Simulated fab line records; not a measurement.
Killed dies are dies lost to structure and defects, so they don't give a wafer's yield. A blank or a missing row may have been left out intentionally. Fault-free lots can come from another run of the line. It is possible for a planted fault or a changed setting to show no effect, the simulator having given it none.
A sampling plan put to the test || flow n5 finfet || one fab line, 52 faults that these records tell of, each judged on the records of the lots that it struck; 2 more are left out, because the records don't allow judging them
The plan is the line's own looks: the steps of the route at which a gauge or an inspection reads the wafer and doesn't change it. A look is open to judgement when struck wafers have a number at it and the file gives its usual mean and standard deviation on fault-free wafers. Caught: 4 or more of those standard deviations (sigma) separate the usual mean from the mean of the struck wafers at a look after the fault's first step. On the tool: the same test on the tool's own readings at the fault's steps. If the struck wafers alone have a blank record, or they carry another recipe, that too counts as caught.

## THE FAULTS, as the simulator had put them in
1. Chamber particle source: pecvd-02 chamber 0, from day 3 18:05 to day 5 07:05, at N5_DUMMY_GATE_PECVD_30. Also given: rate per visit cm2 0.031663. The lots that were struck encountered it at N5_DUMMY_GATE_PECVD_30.
2. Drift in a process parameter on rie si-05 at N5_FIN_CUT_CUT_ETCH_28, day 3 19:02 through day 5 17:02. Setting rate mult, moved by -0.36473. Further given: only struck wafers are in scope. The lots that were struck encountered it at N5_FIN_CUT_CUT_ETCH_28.
3. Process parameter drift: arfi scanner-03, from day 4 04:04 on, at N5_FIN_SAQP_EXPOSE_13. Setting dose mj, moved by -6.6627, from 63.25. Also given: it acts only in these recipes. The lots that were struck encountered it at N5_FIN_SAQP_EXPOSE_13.
4. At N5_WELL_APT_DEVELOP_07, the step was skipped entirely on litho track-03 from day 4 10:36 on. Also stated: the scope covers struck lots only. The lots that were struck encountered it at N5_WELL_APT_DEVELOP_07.
5. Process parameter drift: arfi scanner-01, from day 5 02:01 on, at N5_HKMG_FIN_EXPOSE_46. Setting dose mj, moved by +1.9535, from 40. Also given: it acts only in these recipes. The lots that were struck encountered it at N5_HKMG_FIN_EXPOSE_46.
6. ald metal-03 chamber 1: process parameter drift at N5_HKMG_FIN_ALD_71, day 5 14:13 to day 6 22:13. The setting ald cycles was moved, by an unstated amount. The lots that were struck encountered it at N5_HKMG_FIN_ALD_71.
7. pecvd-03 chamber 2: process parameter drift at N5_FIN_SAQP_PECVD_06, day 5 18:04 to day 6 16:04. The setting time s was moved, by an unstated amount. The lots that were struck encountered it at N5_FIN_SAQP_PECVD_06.
8. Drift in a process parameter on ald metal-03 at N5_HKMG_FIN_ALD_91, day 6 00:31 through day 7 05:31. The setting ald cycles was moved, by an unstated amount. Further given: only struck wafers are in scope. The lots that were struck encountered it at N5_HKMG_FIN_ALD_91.
9. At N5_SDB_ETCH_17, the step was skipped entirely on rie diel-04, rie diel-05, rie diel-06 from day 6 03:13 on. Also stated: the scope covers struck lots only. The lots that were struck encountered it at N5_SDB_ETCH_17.
10. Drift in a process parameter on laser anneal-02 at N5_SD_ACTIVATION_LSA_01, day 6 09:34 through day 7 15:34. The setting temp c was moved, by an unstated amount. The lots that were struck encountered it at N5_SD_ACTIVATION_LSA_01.
11. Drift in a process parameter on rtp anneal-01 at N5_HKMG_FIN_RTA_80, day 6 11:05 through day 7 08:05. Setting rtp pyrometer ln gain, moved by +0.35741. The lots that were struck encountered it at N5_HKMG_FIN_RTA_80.
12. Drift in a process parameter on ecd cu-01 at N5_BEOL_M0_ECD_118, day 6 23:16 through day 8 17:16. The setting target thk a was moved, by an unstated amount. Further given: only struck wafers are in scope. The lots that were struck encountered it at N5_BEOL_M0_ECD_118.
13. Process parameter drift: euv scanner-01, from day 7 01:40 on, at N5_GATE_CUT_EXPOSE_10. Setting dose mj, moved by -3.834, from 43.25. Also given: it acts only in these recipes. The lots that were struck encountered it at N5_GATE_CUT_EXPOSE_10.
14. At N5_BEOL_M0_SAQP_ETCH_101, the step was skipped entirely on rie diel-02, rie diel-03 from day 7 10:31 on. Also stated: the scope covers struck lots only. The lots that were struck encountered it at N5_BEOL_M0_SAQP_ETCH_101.
15. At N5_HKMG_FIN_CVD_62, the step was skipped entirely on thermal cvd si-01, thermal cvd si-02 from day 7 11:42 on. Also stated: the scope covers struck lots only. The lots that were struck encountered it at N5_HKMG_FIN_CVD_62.
16. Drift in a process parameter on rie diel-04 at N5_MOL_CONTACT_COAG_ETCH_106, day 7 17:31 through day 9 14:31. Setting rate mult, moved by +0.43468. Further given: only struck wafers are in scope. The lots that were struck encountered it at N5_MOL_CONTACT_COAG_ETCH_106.
17. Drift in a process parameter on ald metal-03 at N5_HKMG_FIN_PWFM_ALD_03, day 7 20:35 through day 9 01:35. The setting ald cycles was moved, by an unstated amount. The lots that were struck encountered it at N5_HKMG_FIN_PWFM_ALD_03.
18. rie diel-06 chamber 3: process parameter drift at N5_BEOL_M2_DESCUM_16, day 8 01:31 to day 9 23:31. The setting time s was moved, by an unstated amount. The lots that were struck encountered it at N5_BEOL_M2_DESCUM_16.
19. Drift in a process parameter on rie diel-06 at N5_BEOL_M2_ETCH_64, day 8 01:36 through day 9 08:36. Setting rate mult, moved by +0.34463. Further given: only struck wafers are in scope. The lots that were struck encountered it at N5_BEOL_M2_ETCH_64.
20. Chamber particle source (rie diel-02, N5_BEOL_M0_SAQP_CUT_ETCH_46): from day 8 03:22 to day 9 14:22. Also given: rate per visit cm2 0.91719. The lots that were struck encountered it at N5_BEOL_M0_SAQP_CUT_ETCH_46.
21. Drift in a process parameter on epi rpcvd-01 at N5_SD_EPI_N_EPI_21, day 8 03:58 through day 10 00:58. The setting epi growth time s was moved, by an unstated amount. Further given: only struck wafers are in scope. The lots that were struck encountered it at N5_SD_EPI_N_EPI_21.
22. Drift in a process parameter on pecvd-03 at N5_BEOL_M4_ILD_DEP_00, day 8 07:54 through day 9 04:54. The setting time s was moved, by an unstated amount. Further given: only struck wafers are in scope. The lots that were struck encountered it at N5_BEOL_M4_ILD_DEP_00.
23. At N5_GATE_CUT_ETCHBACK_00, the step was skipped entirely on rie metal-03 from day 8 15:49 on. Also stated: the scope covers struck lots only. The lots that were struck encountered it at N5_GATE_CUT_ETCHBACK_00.
24. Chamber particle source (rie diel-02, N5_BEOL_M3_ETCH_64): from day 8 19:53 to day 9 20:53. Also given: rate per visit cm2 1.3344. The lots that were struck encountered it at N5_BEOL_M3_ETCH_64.
25. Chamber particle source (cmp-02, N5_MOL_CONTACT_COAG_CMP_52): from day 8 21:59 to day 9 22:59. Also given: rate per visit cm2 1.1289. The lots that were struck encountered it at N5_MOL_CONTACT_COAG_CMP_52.
26. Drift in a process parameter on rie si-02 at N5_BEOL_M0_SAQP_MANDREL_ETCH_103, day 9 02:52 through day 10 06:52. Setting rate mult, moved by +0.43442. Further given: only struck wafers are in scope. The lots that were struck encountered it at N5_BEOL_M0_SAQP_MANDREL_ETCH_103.
27. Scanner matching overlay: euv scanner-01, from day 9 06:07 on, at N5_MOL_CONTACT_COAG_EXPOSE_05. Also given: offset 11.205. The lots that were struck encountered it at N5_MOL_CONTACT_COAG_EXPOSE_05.
28. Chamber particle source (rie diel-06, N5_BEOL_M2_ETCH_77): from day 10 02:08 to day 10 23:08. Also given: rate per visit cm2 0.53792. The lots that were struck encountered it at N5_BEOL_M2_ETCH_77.
29. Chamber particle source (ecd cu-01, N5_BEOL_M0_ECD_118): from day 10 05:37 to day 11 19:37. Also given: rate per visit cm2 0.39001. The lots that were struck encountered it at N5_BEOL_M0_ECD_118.
30. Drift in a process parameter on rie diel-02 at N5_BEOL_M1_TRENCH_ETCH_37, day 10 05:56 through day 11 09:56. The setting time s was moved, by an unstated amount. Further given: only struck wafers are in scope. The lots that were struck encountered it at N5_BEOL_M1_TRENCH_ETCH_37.
31. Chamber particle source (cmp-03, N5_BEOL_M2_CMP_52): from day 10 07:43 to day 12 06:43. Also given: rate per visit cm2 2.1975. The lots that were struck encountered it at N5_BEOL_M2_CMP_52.
32. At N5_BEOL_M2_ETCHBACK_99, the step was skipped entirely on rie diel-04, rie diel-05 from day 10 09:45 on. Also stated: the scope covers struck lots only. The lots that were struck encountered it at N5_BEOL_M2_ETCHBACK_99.
33. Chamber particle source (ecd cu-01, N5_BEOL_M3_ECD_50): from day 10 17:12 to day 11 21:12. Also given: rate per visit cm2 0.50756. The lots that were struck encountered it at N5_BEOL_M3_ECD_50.
34. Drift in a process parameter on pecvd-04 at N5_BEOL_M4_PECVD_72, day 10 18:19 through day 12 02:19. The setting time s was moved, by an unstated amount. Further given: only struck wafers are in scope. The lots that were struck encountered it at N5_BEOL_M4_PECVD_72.
35. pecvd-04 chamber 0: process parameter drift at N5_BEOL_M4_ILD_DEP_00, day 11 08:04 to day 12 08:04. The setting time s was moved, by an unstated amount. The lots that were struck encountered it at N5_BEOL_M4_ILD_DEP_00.
36. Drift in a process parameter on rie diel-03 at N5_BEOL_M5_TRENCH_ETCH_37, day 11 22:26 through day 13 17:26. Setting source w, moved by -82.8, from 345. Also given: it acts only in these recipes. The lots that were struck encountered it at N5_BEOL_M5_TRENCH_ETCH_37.
37. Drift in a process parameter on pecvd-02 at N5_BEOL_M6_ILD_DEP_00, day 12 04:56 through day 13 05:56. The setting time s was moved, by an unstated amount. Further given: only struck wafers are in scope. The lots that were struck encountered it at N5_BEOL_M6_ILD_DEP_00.
38. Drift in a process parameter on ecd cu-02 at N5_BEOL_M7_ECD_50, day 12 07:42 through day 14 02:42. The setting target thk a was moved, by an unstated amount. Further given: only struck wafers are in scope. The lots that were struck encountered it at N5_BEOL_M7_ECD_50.
39. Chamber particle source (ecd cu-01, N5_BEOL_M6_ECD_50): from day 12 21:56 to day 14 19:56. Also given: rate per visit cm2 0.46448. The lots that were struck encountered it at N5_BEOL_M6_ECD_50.
40. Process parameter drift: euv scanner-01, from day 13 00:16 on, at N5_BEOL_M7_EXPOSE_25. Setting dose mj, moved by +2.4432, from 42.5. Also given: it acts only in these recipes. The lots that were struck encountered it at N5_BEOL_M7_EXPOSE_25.
41. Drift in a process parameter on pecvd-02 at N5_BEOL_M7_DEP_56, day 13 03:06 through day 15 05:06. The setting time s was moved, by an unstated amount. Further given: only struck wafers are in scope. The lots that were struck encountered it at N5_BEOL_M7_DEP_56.
42. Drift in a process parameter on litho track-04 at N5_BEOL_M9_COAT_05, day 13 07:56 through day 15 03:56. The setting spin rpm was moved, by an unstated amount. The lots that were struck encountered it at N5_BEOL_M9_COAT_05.
43. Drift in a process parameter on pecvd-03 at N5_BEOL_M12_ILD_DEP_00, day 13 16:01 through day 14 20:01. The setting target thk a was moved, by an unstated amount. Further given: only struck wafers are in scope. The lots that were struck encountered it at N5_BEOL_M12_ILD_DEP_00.
44. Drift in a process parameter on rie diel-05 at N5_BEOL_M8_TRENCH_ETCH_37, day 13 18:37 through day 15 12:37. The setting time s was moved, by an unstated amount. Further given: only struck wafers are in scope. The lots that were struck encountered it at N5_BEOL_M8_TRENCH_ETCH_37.
45. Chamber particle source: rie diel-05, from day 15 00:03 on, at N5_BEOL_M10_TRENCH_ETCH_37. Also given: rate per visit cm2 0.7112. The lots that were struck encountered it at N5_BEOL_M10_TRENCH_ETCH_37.
46. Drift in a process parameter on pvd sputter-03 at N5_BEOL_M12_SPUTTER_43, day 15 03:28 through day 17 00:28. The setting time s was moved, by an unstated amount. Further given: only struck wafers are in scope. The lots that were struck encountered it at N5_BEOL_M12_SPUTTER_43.
47. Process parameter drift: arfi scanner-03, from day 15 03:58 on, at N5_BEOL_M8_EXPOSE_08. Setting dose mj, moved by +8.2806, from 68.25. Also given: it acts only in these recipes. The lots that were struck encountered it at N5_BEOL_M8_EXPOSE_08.
48. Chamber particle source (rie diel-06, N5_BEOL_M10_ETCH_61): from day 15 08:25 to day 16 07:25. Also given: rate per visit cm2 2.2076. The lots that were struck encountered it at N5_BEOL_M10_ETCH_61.
49. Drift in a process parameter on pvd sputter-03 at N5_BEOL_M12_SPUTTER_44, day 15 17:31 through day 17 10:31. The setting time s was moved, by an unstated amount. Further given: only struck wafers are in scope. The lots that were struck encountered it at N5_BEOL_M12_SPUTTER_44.
50. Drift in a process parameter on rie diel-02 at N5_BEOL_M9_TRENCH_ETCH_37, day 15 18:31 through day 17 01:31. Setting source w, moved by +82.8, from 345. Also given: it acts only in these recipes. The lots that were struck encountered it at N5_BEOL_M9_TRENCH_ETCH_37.
51. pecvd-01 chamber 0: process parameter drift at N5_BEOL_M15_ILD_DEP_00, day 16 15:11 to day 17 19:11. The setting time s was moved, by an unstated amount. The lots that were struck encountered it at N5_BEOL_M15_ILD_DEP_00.
52. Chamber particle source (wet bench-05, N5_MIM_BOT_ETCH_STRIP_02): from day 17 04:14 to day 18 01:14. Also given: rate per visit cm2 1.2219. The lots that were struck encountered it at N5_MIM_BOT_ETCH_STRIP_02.

## WHAT THE PLAN SAW
{"fault": 1, "on the tool itself": "no reading that can be judged", "first look that catches it": "N5_SD_EPI_N_INSPECT_11", "reading, sigma": "raw defect count +11", "median hours from its first step to that look": 2.8, "hours from the fault's start to the first struck lot there": 6, "judged looks passed uncaught": 0}
{"fault": 2, "on the tool itself": "under 2 sigma", "first look that catches it": "not the one look that can be judged after it", "reading, sigma": "-", "median hours from its first step to that look": "-", "hours from the fault's start to the first struck lot there": "-", "judged looks passed uncaught": 1}
{"fault": 3, "on the tool itself": "exposure dose mJ cm2 -90 sigma", "first look that catches it": "N5_FIN_SAQP_CD_MEAS_16", "reading, sigma": "cd nm +5.3", "median hours from its first step to that look": 0.1, "hours from the fault's start to the first struck lot there": 12, "judged looks passed uncaught": 0}
{"fault": 4, "on the tool itself": "no reading that can be judged", "first look that catches it": "no look after it can be judged", "reading, sigma": "-", "median hours from its first step to that look": "-", "hours from the fault's start to the first struck lot there": "-", "judged looks passed uncaught": 0}
{"fault": 5, "on the tool itself": "exposure dose mJ cm2 +45 sigma", "first look that catches it": "N5_HKMG_FIN_CD_MEAS_49", "reading, sigma": "cd nm +4.2", "median hours from its first step to that look": 0.1, "hours from the fault's start to the first struck lot there": 4, "judged looks passed uncaught": 0}
{"fault": 6, "on the tool itself": "under 2 sigma", "first look that catches it": "not the one look that can be judged after it", "reading, sigma": "-", "median hours from its first step to that look": "-", "hours from the fault's start to the first struck lot there": "-", "judged looks passed uncaught": 1}
{"fault": 7, "on the tool itself": "under 2 sigma", "first look that catches it": "N5_FIN_SAQP_THK_MEAS_07", "reading, sigma": "thk nm -6.5", "median hours from its first step to that look": 0.1, "hours from the fault's start to the first struck lot there": 3, "judged looks passed uncaught": 0}
{"fault": 8, "on the tool itself": "under 2 sigma", "first look that catches it": "not the one look that can be judged after it", "reading, sigma": "strongest: IOFF_N_LONG at N5_BEOL_M4_RC_MEAS_101, +3.4", "median hours from its first step to that look": "-", "hours from the fault's start to the first struck lot there": "-", "judged looks passed uncaught": 1}
{"fault": 9, "on the tool itself": "the tool's record is blank for the struck wafers", "first look that catches it": "no look after it can be judged", "reading, sigma": "-", "median hours from its first step to that look": "-", "hours from the fault's start to the first struck lot there": "-", "judged looks passed uncaught": 0}
{"fault": 10, "on the tool itself": "wafer_temp_C_max +24 sigma", "first look that catches it": "N5_SD_ACTIVATION_RS_MEAS_03", "reading, sigma": "RS_SD_N -20", "median hours from its first step to that look": 0.2, "hours from the fault's start to the first struck lot there": 8, "judged looks passed uncaught": 0}
{"fault": 11, "on the tool itself": "no reading that can be judged", "first look that catches it": "N5_BEOL_M4_RC_MEAS_101", "reading, sigma": "IOFF_P_LONG +14", "median hours from its first step to that look": 111.3, "hours from the fault's start to the first struck lot there": 108, "judged looks passed uncaught": 0}
{"fault": 12, "on the tool itself": "no reading that can be judged", "first look that catches it": "not the one look that can be judged after it", "reading, sigma": "-", "median hours from its first step to that look": "-", "hours from the fault's start to the first struck lot there": "-", "judged looks passed uncaught": 1}
{"fault": 13, "on the tool itself": "exposure dose mJ cm2 -55 sigma", "first look that catches it": "N5_GATE_CUT_CD_MEAS_13", "reading, sigma": "cd nm -6.4", "median hours from its first step to that look": 0.1, "hours from the fault's start to the first struck lot there": 1, "judged looks passed uncaught": 0}
{"fault": 14, "on the tool itself": "the tool's record is blank for the struck wafers", "first look that catches it": "no look after it can be judged", "reading, sigma": "-", "median hours from its first step to that look": "-", "hours from the fault's start to the first struck lot there": "-", "judged looks passed uncaught": 0}
{"fault": 15, "on the tool itself": "the tool's record is blank for the struck wafers", "first look that catches it": "N5_BEOL_M4_RC_MEAS_101", "reading, sigma": "EOT_P +15", "median hours from its first step to that look": 115.1, "hours from the fault's start to the first struck lot there": 113, "judged looks passed uncaught": 1}
{"fault": 16, "on the tool itself": "under 2 sigma", "first look that catches it": "not the one look that can be judged after it", "reading, sigma": "-", "median hours from its first step to that look": "-", "hours from the fault's start to the first struck lot there": "-", "judged looks passed uncaught": 1}
{"fault": 17, "on the tool itself": "under 2 sigma", "first look that catches it": "not the one look that can be judged after it", "reading, sigma": "strongest: VT_P_LVT at N5_BEOL_M4_RC_MEAS_101, +2.9", "median hours from its first step to that look": "-", "hours from the fault's start to the first struck lot there": "-", "judged looks passed uncaught": 1}
{"fault": 18, "on the tool itself": "under 2 sigma", "first look that catches it": "not the one look that can be judged after it", "reading, sigma": "-", "median hours from its first step to that look": "-", "hours from the fault's start to the first struck lot there": "-", "judged looks passed uncaught": 1}
{"fault": 19, "on the tool itself": "under 2 sigma", "first look that catches it": "not the one look that can be judged after it", "reading, sigma": "strongest: IOFF_P at N5_BEOL_M4_RC_MEAS_101, +2.0", "median hours from its first step to that look": "-", "hours from the fault's start to the first struck lot there": "-", "judged looks passed uncaught": 1}
{"fault": 20, "on the tool itself": "under 2 sigma", "first look that catches it": "not the one look that can be judged after it", "reading, sigma": "-", "median hours from its first step to that look": "-", "hours from the fault's start to the first struck lot there": "-", "judged looks passed uncaught": 1}
{"fault": 21, "on the tool itself": "no reading that can be judged", "first look that catches it": "N5_SD_EPI_N_EPI_MEAS_23", "reading, sigma": "thk nm -14", "median hours from its first step to that look": 1.4, "hours from the fault's start to the first struck lot there": 16, "judged looks passed uncaught": 0}
{"fault": 22, "on the tool itself": "under 2 sigma", "first look that catches it": "N5_BEOL_M4_THK_MEAS_01", "reading, sigma": "M4_ILD_THK -50", "median hours from its first step to that look": 0.1, "hours from the fault's start to the first struck lot there": 7, "judged looks passed uncaught": 0}
{"fault": 23, "on the tool itself": "the tool's record is blank for the struck wafers", "first look that catches it": "no look after it can be judged", "reading, sigma": "-", "median hours from its first step to that look": "-", "hours from the fault's start to the first struck lot there": "-", "judged looks passed uncaught": 0}
{"fault": 24, "on the tool itself": "under 2 sigma", "first look that catches it": "N5_BEOL_M3_INSPECT_30", "reading, sigma": "raw defect count +9.5", "median hours from its first step to that look": 0.9, "hours from the fault's start to the first struck lot there": 10, "judged looks passed uncaught": 0}
{"fault": 25, "on the tool itself": "under 2 sigma", "first look that catches it": "N5_MOL_CONTACT_COAG_INSPECT_97", "reading, sigma": "raw defect count +47", "median hours from its first step to that look": 3.3, "hours from the fault's start to the first struck lot there": 7, "judged looks passed uncaught": 0}
{"fault": 26, "on the tool itself": "under 2 sigma", "first look that catches it": "not the one look that can be judged after it", "reading, sigma": "strongest: SS_P at N5_BEOL_M4_RC_MEAS_101, -2.0", "median hours from its first step to that look": "-", "hours from the fault's start to the first struck lot there": "-", "judged looks passed uncaught": 1}
{"fault": 27, "on the tool itself": "no reading that can be judged", "first look that catches it": "N5_MOL_CONTACT_COAG_OVL_MEAS_09", "reading, sigma": "CA_OVL +18", "median hours from its first step to that look": 0.2, "hours from the fault's start to the first struck lot there": 7, "judged looks passed uncaught": 0}
{"fault": 28, "on the tool itself": "under 2 sigma", "first look that catches it": "no look after it can be judged", "reading, sigma": "-", "median hours from its first step to that look": "-", "hours from the fault's start to the first struck lot there": "-", "judged looks passed uncaught": 0}
{"fault": 29, "on the tool itself": "no reading that can be judged", "first look that catches it": "none of the 4 looks that can be judged after it", "reading, sigma": "-", "median hours from its first step to that look": "-", "hours from the fault's start to the first struck lot there": "-", "judged looks passed uncaught": 4}
{"fault": 30, "on the tool itself": "run length s -5.3 sigma", "first look that catches it": "not the one look that can be judged after it", "reading, sigma": "-", "median hours from its first step to that look": "-", "hours from the fault's start to the first struck lot there": "-", "judged looks passed uncaught": 1}
{"fault": 31, "on the tool itself": "under 2 sigma", "first look that catches it": "N5_BEOL_M2_INSPECT_59", "reading, sigma": "raw defect count +70", "median hours from its first step to that look": 0.6, "hours from the fault's start to the first struck lot there": 2, "judged looks passed uncaught": 0}
{"fault": 32, "on the tool itself": "the tool's record is blank for the struck wafers", "first look that catches it": "not the one look that can be judged after it", "reading, sigma": "-", "median hours from its first step to that look": "-", "hours from the fault's start to the first struck lot there": "-", "judged looks passed uncaught": 1}
{"fault": 33, "on the tool itself": "no reading that can be judged", "first look that catches it": "no look after it can be judged", "reading, sigma": "-", "median hours from its first step to that look": "-", "hours from the fault's start to the first struck lot there": "-", "judged looks passed uncaught": 0}
{"fault": 34, "on the tool itself": "under 2 sigma", "first look that catches it": "not the one look that can be judged after it", "reading, sigma": "-", "median hours from its first step to that look": "-", "hours from the fault's start to the first struck lot there": "-", "judged looks passed uncaught": 1}
{"fault": 35, "on the tool itself": "under 2 sigma", "first look that catches it": "N5_BEOL_M4_THK_MEAS_01", "reading, sigma": "M4_ILD_THK +26", "median hours from its first step to that look": 0.1, "hours from the fault's start to the first struck lot there": 11, "judged looks passed uncaught": 0}
{"fault": 36, "on the tool itself": "rf fwd power W -37 sigma", "first look that catches it": "N5_BEOL_M5_OCD_MEAS_38", "reading, sigma": "trench depth nm -4.2", "median hours from its first step to that look": 0.1, "hours from the fault's start to the first struck lot there": 0, "judged looks passed uncaught": 0}
{"fault": 37, "on the tool itself": "under 2 sigma", "first look that catches it": "N5_BEOL_M6_THK_MEAS_01", "reading, sigma": "M6_ILD_THK -5.0", "median hours from its first step to that look": 0.6, "hours from the fault's start to the first struck lot there": 12, "judged looks passed uncaught": 0}
{"fault": 38, "on the tool itself": "no reading that can be judged", "first look that catches it": "no look after it can be judged", "reading, sigma": "-", "median hours from its first step to that look": "-", "hours from the fault's start to the first struck lot there": "-", "judged looks passed uncaught": 0}
{"fault": 39, "on the tool itself": "no reading that can be judged", "first look that catches it": "no look after it can be judged", "reading, sigma": "-", "median hours from its first step to that look": "-", "hours from the fault's start to the first struck lot there": "-", "judged looks passed uncaught": 0}
{"fault": 40, "on the tool itself": "exposure dose mJ cm2 +36 sigma", "first look that catches it": "N5_BEOL_M7_CD_MEAS_28", "reading, sigma": "cd nm +5.7", "median hours from its first step to that look": 0.1, "hours from the fault's start to the first struck lot there": 6, "judged looks passed uncaught": 0}
{"fault": 41, "on the tool itself": "under 2 sigma", "first look that catches it": "not the one look that can be judged after it", "reading, sigma": "-", "median hours from its first step to that look": "-", "hours from the fault's start to the first struck lot there": "-", "judged looks passed uncaught": 1}
{"fault": 42, "on the tool itself": "spin speed rpm +99 or beyond sigma", "first look that catches it": "none of the 3 looks that can be judged after it", "reading, sigma": "-", "median hours from its first step to that look": "-", "hours from the fault's start to the first struck lot there": "-", "judged looks passed uncaught": 3}
{"fault": 43, "on the tool itself": "under 2 sigma", "first look that catches it": "N5_BEOL_M12_THK_MEAS_01", "reading, sigma": "M12_ILD_THK +8.6", "median hours from its first step to that look": 0.1, "hours from the fault's start to the first struck lot there": 3, "judged looks passed uncaught": 0}
{"fault": 44, "on the tool itself": "run length s -16 sigma", "first look that catches it": "N5_BEOL_M8_OCD_MEAS_38", "reading, sigma": "trench depth nm -11", "median hours from its first step to that look": 0.1, "hours from the fault's start to the first struck lot there": 3, "judged looks passed uncaught": 0}
{"fault": 45, "on the tool itself": "under 2 sigma", "first look that catches it": "no look after it can be judged", "reading, sigma": "-", "median hours from its first step to that look": "-", "hours from the fault's start to the first struck lot there": "-", "judged looks passed uncaught": 0}
{"fault": 46, "on the tool itself": "under 2 sigma", "first look that catches it": "not the one look that can be judged after it", "reading, sigma": "-", "median hours from its first step to that look": "-", "hours from the fault's start to the first struck lot there": "-", "judged looks passed uncaught": 1}
{"fault": 47, "on the tool itself": "exposure dose mJ cm2 +99 or beyond sigma", "first look that catches it": "N5_BEOL_M8_CD_MEAS_11", "reading, sigma": "cd nm +7.4", "median hours from its first step to that look": 0.1, "hours from the fault's start to the first struck lot there": 5, "judged looks passed uncaught": 0}
{"fault": 48, "on the tool itself": "under 2 sigma", "first look that catches it": "N5_BEOL_M10_INSPECT_30", "reading, sigma": "raw defect count +14", "median hours from its first step to that look": 1.8, "hours from the fault's start to the first struck lot there": 20, "judged looks passed uncaught": 0}
{"fault": 49, "on the tool itself": "under 2 sigma", "first look that catches it": "no look after it can be judged", "reading, sigma": "-", "median hours from its first step to that look": "-", "hours from the fault's start to the first struck lot there": "-", "judged looks passed uncaught": 0}
{"fault": 50, "on the tool itself": "rf fwd power W +45 sigma", "first look that catches it": "none of the 3 looks that can be judged after it", "reading, sigma": "strongest: trench depth nm at N5_BEOL_M9_OCD_MEAS_38, +3.4", "median hours from its first step to that look": "-", "hours from the fault's start to the first struck lot there": "-", "judged looks passed uncaught": 3}
{"fault": 51, "on the tool itself": "run length s +99 or beyond sigma", "first look that catches it": "N5_BEOL_M15_THK_MEAS_01", "reading, sigma": "M15_ILD_THK +53", "median hours from its first step to that look": 0.3, "hours from the fault's start to the first struck lot there": 2, "judged looks passed uncaught": 0}
{"fault": 52, "on the tool itself": "under 2 sigma", "first look that catches it": "none of the 2 looks that can be judged after it", "reading, sigma": "-", "median hours from its first step to that look": "-", "hours from the fault's start to the first struck lot there": "-", "judged looks passed uncaught": 2}
Dash: fault not caught, or number not given in these records.

Caught at a look: 23 of 52. Caught on the tool: 17 of 52. By one or the other: 30 of 52.
Faults caught by the tool alone: 9, 14, 23, 30, 32, 42, 50.
Caught at a look alone: faults 1, 7, 11, 21, 22, 24, 25, 27, 31, 35, 37, 43, 48.
Caught by neither: faults 2, 4, 6, 8, 12, 16, 17, 18, 19, 20, 26, 28, 29, 33, 34, 38, 39, 41, 45, 46, 49, 52.

## THINNER SAMPLING
Were the look that catches a fault to measure just every second or every third lot (counted by lot number), the first struck lot would, at worst, be measured this late:
{"fault": 1, "struck lots at that look, in order of time": "L816, L817", "every lot": "6 h", "every second lot": "14 h", "every third lot": "may miss all 2"}
{"fault": 3, "struck lots at that look, in order of time": "L450, L451, L452", "every lot": "12 h", "every second lot": "17 h", "every third lot": "26 h"}
{"fault": 5, "struck lots at that look, in order of time": "L614, L615", "every lot": "4 h", "every second lot": "10 h", "every third lot": "may miss all 2"}
{"fault": 7, "struck lots at that look, in order of time": "L832", "every lot": "3 h", "every second lot": "may miss it", "every third lot": "may miss it"}
{"fault": 10, "struck lots at that look, in order of time": "L508, L510", "every lot": "8 h", "every second lot": "may miss all 2", "every third lot": "may miss all 2"}
{"fault": 11, "struck lots at that look, in order of time": "L510, L511", "every lot": "108 h", "every second lot": "125 h", "every third lot": "may miss all 2"}
{"fault": 13, "struck lots at that look, in order of time": "L441, L443, L445", "every lot": "1 h", "every second lot": "may miss all 3", "every third lot": "31 h"}
{"fault": 15, "struck lots at that look, in order of time": "L178, L180, L179", "every lot": "113 h", "every second lot": "129 h", "every third lot": "129 h"}
{"fault": 21, "struck lots at that look, in order of time": "L289, L290", "every lot": "16 h", "every second lot": "21 h", "every third lot": "may miss all 2"}
{"fault": 22, "struck lots at that look, in order of time": "L765, L766, L768", "every lot": "7 h", "every second lot": "10 h", "every third lot": "may miss all 3"}
{"fault": 24, "struck lots at that look, in order of time": "L908, L910", "every lot": "10 h", "every second lot": "may miss all 2", "every third lot": "may miss all 2"}
{"fault": 25, "struck lots at that look, in order of time": "L184, L186", "every lot": "7 h", "every second lot": "may miss all 2", "every third lot": "may miss all 2"}
{"fault": 27, "struck lots at that look, in order of time": "L832, L834", "every lot": "7 h", "every second lot": "may miss all 2", "every third lot": "may miss all 2"}
{"fault": 31, "struck lots at that look, in order of time": "L352, L353", "every lot": "2 h", "every second lot": "27 h", "every third lot": "may miss all 2"}
{"fault": 35, "struck lots at that look, in order of time": "L629, L631", "every lot": "11 h", "every second lot": "may miss all 2", "every third lot": "may miss all 2"}
{"fault": 36, "struck lots at that look, in order of time": "L102, L104", "every lot": "0 h", "every second lot": "may miss all 2", "every third lot": "may miss all 2"}
{"fault": 37, "struck lots at that look, in order of time": "L224", "every lot": "12 h", "every second lot": "may miss it", "every third lot": "may miss it"}
{"fault": 40, "struck lots at that look, in order of time": "L174, L173", "every lot": "6 h", "every second lot": "12 h", "every third lot": "may miss all 2"}
{"fault": 43, "struck lots at that look, in order of time": "L522, L523, L524", "every lot": "3 h", "every second lot": "19 h", "every third lot": "21 h"}
{"fault": 44, "struck lots at that look, in order of time": "L334, L338", "every lot": "3 h", "every second lot": "may miss all 2", "every third lot": "may miss all 2"}
{"fault": 47, "struck lots at that look, in order of time": "L279, L280", "every lot": "5 h", "every second lot": "7 h", "every third lot": "may miss all 2"}
{"fault": 48, "struck lots at that look, in order of time": "L955, L957", "every lot": "20 h", "every second lot": "may miss all 2", "every third lot": "may miss all 2"}
{"fault": 51, "struck lots at that look, in order of time": "L229, L234", "every lot": "2 h", "every second lot": "24 h", "every third lot": "may miss all 2"}
Hours are from the fault's start to the first struck lot that is measured. The limit of 4 sigma was tested on all struck wafers together, so one lot alone may lie under it. Other struck lots may not be in these records.

## THE LONGEST TIMED WAY FROM STEP TO LOOK
Fault 15: a median of 115.1 hours passes between N5_HKMG_FIN_CVD_62 and N5_BEOL_M4_RC_MEAS_101. The look between them that can be judged stayed within 4 sigma: N5_HKMG_FIN_OVL_MEAS_13.
